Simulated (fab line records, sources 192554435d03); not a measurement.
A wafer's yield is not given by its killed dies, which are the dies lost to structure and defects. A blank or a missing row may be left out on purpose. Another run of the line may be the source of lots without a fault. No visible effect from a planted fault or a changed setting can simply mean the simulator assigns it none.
Matching of chambers :: flow n5Finfet :: N5_BEOL_M7_DEP_56 on pecvd-03 has 3 sister chambers
The step deposits SiCN from 3MS/NH3, target thk 10 nm, time 17.5 s. 3 wafers are shown with their chamber, then 12 later ones without.

== WAFERS PAIRED WITH THEIR CHAMBERS ==
wafer: L090.6
chamber: 2
throttleValvePct (%): 9.1

wafer: L091.2
chamber: 0
throttleValvePct (%): 9.1

wafer: L091.6
chamber: 1
throttleValvePct (%): 8.8

== WAFERS WHOSE CHAMBER IS MISSING ==
wafer: L092.1
throttleValvePct (%): 9.0

wafer: L092.2
throttleValvePct (%): 8.7

wafer: L092.3
throttleValvePct (%): 9.3

wafer: L093.1
throttleValvePct (%): 8.8

wafer: L093.2
throttleValvePct (%): 9.3

wafer: L093.3
throttleValvePct (%): 9.0

wafer: L095.1
throttleValvePct (%): 9.1

wafer: L095.3
throttleValvePct (%): 9.0

wafer: L095.6
throttleValvePct (%): 8.7

wafer: L096.2
throttleValvePct (%): 8.9

wafer: L096.3
throttleValvePct (%): 9.0

wafer: L096.6
throttleValvePct (%): 8.9

== WHICH CHAMBER EACH WENT THROUGH ==
wafer: L092.1
from the rows above: can't be placed: 0 or 2 or 1
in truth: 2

wafer: L092.2
from the rows above: 1
in truth: 1

wafer: L092.3
from the rows above: can't be placed: 0 or 2
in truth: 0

wafer: L093.1
from the rows above: 1
in truth: 1

wafer: L093.2
from the rows above: can't be placed: 0 or 2
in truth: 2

wafer: L093.3
from the rows above: can't be placed: 0 or 2 or 1
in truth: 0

wafer: L095.1
from the rows above: can't be placed: 0 or 2
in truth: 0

wafer: L095.3
from the rows above: can't be placed: 0 or 2 or 1
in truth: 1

wafer: L095.6
from the rows above: 1
in truth: 1

wafer: L096.2
from the rows above: can't be placed: 1 or 0 or 2
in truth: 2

wafer: L096.3
from the rows above: can't be placed: 0 or 2 or 1
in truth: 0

wafer: L096.6
from the rows above: can't be placed: 1 or 0 or 2
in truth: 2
Correctly placed: 3 of 12. Not placeable from these rows: 9 (in 9, the candidates include the true chamber). 0 placed wrongly.
How it was worked out, from the rows above alone: a wafer's distance from a chamber is the root of the sum, over the readings, of the square of ((its reading less the chamber's mean) divided by the reading's scatter). If the next closest chamber is less than 2 further off than the closest, the wafer can't be placed; otherwise it belongs to the closest. A chamber's mean is the mean of its shown wafers. The scatter: root of mean squared gap, hidden wafer to nearest shown wafer, with one shown wafer a chamber.
